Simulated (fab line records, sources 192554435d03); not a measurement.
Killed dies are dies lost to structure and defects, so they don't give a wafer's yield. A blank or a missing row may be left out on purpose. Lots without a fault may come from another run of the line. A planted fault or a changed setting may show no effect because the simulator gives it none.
Problem report in the 8D (eight disciplines) form, filled by code | flow n5_finfet | the parts of the form that need people (team, actions taken, sign-off) are left out

1. THE PROBLEM
etch_rf_on_time_s at N5_BEOL_M1_ETCH_77 reads a mean of 6.06 s on 3 wafers of 3 lots; wafers without a fault read 5.18 s with a standard deviation of 0.14. That is +6.3 standard deviations from the usual mean.
The step: etches underlayer in N2/H2, target depth 6.5 nm, time 5.2 s.
First seen on wafer L205.2, day 8 13:05, on rie_diel-06. The record holds 25 wafers of 10 lots with a number at this step. Rule for "out", or "out of limits": more than 4 standard deviations from the usual mean. The other wafers with a number count as sound.

2. WHAT IT IS AND WHAT IT IS NOT
question                    | is                     | is not
which readings at this step | etch_rf_on_time_s      | bias_w, drypump_motor_current_A, oes_product_au, rf_vpp_V, showerhead_plenum_p_Torr, throttle_valve_pct
which lots                  | L205, L206, L208       | L199, L203, L204, L207, L213, L218, L219
which wafers of those lots  | L205.2, L206.6, L208.6 | L205.1, L205.5, L206.1, L208.4
read on which tools         | rie_diel-06            | rie_diel-02, rie_diel-03
when                        | from day 8 13:05       | up to then (10 sound wafers); but 12 sound wafers of L206, L207, L208, L213, L218, L219 came after

3. SUSPECTS, AND WHAT RULES EACH OUT
Counting: a tool at a process step up to the reading stays a suspect if it ran every lot that is out. Sound lots after the first of them don't rule it out here, since some wafers of a struck lot are sound.
- rie_diel-06 at N5_BEOL_M1_ETCH_77 (etches underlayer in N2/H2, target depth 6.5 nm, time 5.2 s): kept. It ran every lot that is out, first L205 (day 8 13:05); its last sound lot up to then is L203 (day 8 03:28). Its own readings are out on those wafers: etch_rf_on_time_s.
Left after counting: rie_diel-06 at N5_BEOL_M1_ETCH_77.

4. THE CAUSE (what the simulator had put in)
Process parameter drift: rie_diel-06, from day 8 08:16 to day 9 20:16, at N5_BEOL_M1_ETCH_77. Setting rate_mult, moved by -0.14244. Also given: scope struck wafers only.
Counting left only this tool.

5. THE CHAIN OF EFFECTS, in route order
Each row: a reading whose mean over the struck wafers that have a number lies more than 3 standard deviations from the usual. Only readings for which the record gives a usual standard deviation are gone through. hours: the time from each lot's start at the first step in this table that gives one to its start at this step, as a median over the lots. sigmas: the change in usual standard deviations.
hours | step               | reading           | usual  | on struck wafers | change | sigmas
0     | N5_BEOL_M1_ETCH_77 | etch_rf_on_time_s | 5.18 s | 6.06             | +0.88  | +6.3
The process steps in it:
- N5_BEOL_M1_ETCH_77: etches underlayer in N2/H2, target depth 6.5 nm, time 5.2 s.
Later measuring or inspecting steps at which every struck wafer that the step has a row for has a number for every such reading, and none has moved that far: N5_BEOL_M4_RC_MEAS_101.

6. WHAT WOULD HAVE CAUGHT IT SOONER
In this record the first reading out of limits was taken at day 8 13:05, 5 hours after the fault began at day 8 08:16.
